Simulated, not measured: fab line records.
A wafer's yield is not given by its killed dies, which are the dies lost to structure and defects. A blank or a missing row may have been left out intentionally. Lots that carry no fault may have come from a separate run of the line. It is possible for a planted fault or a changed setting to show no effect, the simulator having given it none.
A struck lot beside a sound one | flow nand-harc | 22 out of 1302 route steps
Sound: these wafers, L980.1, L980.2, L980.5. The struck wafers were L988.3, L988.4, L988.5. The cause is named last.
At each step with rows: each side's tool, then ch and its chambers, then its first start. Under that, the readings that differ: sound wafers | struck wafers | difference of the means | sigmas: that difference in standard deviations of wafers without a fault.
alike: same words and numbers on both sides, and readings whose means sit less than 2 such deviations apart. not compared: any withheld reading, any reading some wafer has no value for, any bound like >300 that may hide the same value, and any number with overlapping values for which the record gives no deviation.
The two part at a step that has a row with sigmas, a row that says differs or no value, or rows on one side only. When numbers do not overlap yet have no deviation, they are printed without sigmas and do not part them. A reading that every wafer of one side lacks parts them only if that side has two wafers or more.

NHARC_P_CONTACT_DEP_00: deposits SiO2, target thk 500 nm.
  sound on pecvd-01 ch 0,1,2; struck on pecvd-04 ch 1,2
  alike: heater-power-outer-w, heater-power-w, mfc-precursor-sccm, throttle-valve-pct
NHARC_P_CONTACT_CMP_01: polishes SiO2, target thk 200 nm.
  sound on cmp-02 ch 1,3, day 6 01:07; struck on cmp-03 ch 0,2,3, day 9 05:38
  alike: motor-current-A
then, 9 steps without rows for these wafers: NHARC_P_CONTACT_SRD_03; NHARC_P_CONTACT_DEHYDRATE_04 (time 120 s); NHARC_P_CONTACT_HMDS_05 (time 30 s); NHARC_P_CONTACT_COAT_33 (time 75 s); NHARC_P_CONTACT_COAT_34 (time 65 s); NHARC_P_CONTACT_COAT_06 (resist thk 90 nm); NHARC_P_CONTACT_SOFTBAKE_07 (time 55 s); NHARC_P_CONTACT_EBR_08; NHARC_P_CONTACT_EXPOSE_09 (exposes mask P CA, target cd 90 nm).
NHARC_P_CONTACT_PEB_10: peb time 65 s.
  sound on litho-track-01 ch 0, day 6 01:52; struck on litho-track-01 ch 0, day 9 06:15
then, 1 step without rows for these wafers: NHARC_P_CONTACT_DEVELOP_11 (develop time 35 s).
NHARC_P_CONTACT_CD_MEAS_12: the cd target is 90 nm.
  sound on cd-sem-03 ch 0, day 6 01:57; struck on cd-sem-02 ch 0, day 9 06:20
  reading    | sound          | struck         | difference | sigmas
  cd-nm (nm) | 90.4 90.3 90.4 | 92.1 92.1 92.7 | +1.9       | +4
NHARC_P_CONTACT_OVL_MEAS_13:
  sound: overlay-01 at day 6 02:02; struck: overlay-02 at day 9 06:25
  alike: overlay-x-nm, overlay-y-nm
NHARC_P_CONTACT_INSPECT_14:
  sound: defect-inspect-02 at day 6 02:05; struck: defect-inspect-01 at day 9 06:27
  alike: raw-defect-count
NHARC_P_CONTACT_DESCUM_17: chemistry O2, time 3 s.
  sound on rie-diel-06 ch 0,1,2, day 6 02:10; struck on rie-diel-12 ch 1,3, day 9 06:31
  reading                    | sound            | struck            | difference | sigmas
  model.P_CONTACT.cd-nm (nm) | 90.2 90.52 90.52 | 92.22 92.72 93.19 | +2.30      |
  alike: drypump-motor-current-A, mfc-ar-sccm, o2-flow-sccm, oes-product-au, rf-vpp-V, showerhead-plenum-p-Torr, throttle-valve-pct
  not compared: rf-hours-counter-h
NHARC_P_CONTACT_ETCH_35: etches the open film in CF4, target depth 39 nm, time 65 s.
  sound on rie-diel-06 ch 1,2,3, day 6 02:14; struck on rie-diel-12 ch 1,3, day 9 06:37
  alike: drypump-motor-current-A, mfc-ar-sccm, oes-product-au, rf-vpp-V, showerhead-plenum-p-Torr, throttle-valve-pct
  not compared: rf-hours-counter-h
NHARC_P_CONTACT_ETCH_36: etches the open film in N2/H2, target depth 260 nm, time 406.25 s.
  sound on rie-diel-06 ch 0,2; struck on rie-diel-12 ch 1,2,3
  alike: drypump-motor-current-A, mfc-ar-sccm, n2-flow-sccm, oes-product-au, rf-vpp-V, showerhead-plenum-p-Torr, throttle-valve-pct
  not compared: rf-hours-counter-h
NHARC_P_CONTACT_ETCH_18: etches the open film in C4F8/O2/Ar, target depth 481 nm, time 240.5 s.
  sound on rie-diel-06 ch 0,2; struck on rie-diel-12 ch 1,3
  reading                    | sound             | struck            | difference | sigmas
  model.P_CONTACT.cd-nm (nm) | 89.55 89.95 89.85 | 90.09 91.58 92.74 | +1.69      |
  alike: oes-product-au, rf-vpp-V
  not compared: rf-hours-counter-h
then, 1 step without rows for these wafers: NHARC_P_CONTACT_STRIP_37 (strips in C4F8/O2/Ar).
-- record jumps: 19 days between struck wafers' starts before vs after; left off in module P_CONTACT, resumes in module END, first step shown is number 1302 of the route --
NHARC_END_SORT_01:
  sound on prober-02 ch 0, day 25 06:49; struck on prober-01 ch 0, day 28 17:15
  alike: killed-at-array, killed-at-other, killed-at-periphery, killed-dies, killed-open, killed-short

## WHERE THEY PART
At NHARC_P_CONTACT_CD_MEAS_12 and nowhere else, as far as this record goes. Later steps at which nothing parts them and some readings are alike: NHARC_P_CONTACT_OVL_MEAS_13, NHARC_P_CONTACT_INSPECT_14, NHARC_P_CONTACT_DESCUM_17, NHARC_P_CONTACT_ETCH_35, NHARC_P_CONTACT_ETCH_36, NHARC_P_CONTACT_ETCH_18, NHARC_END_SORT_01.

WHY: what had been put in by the simulator
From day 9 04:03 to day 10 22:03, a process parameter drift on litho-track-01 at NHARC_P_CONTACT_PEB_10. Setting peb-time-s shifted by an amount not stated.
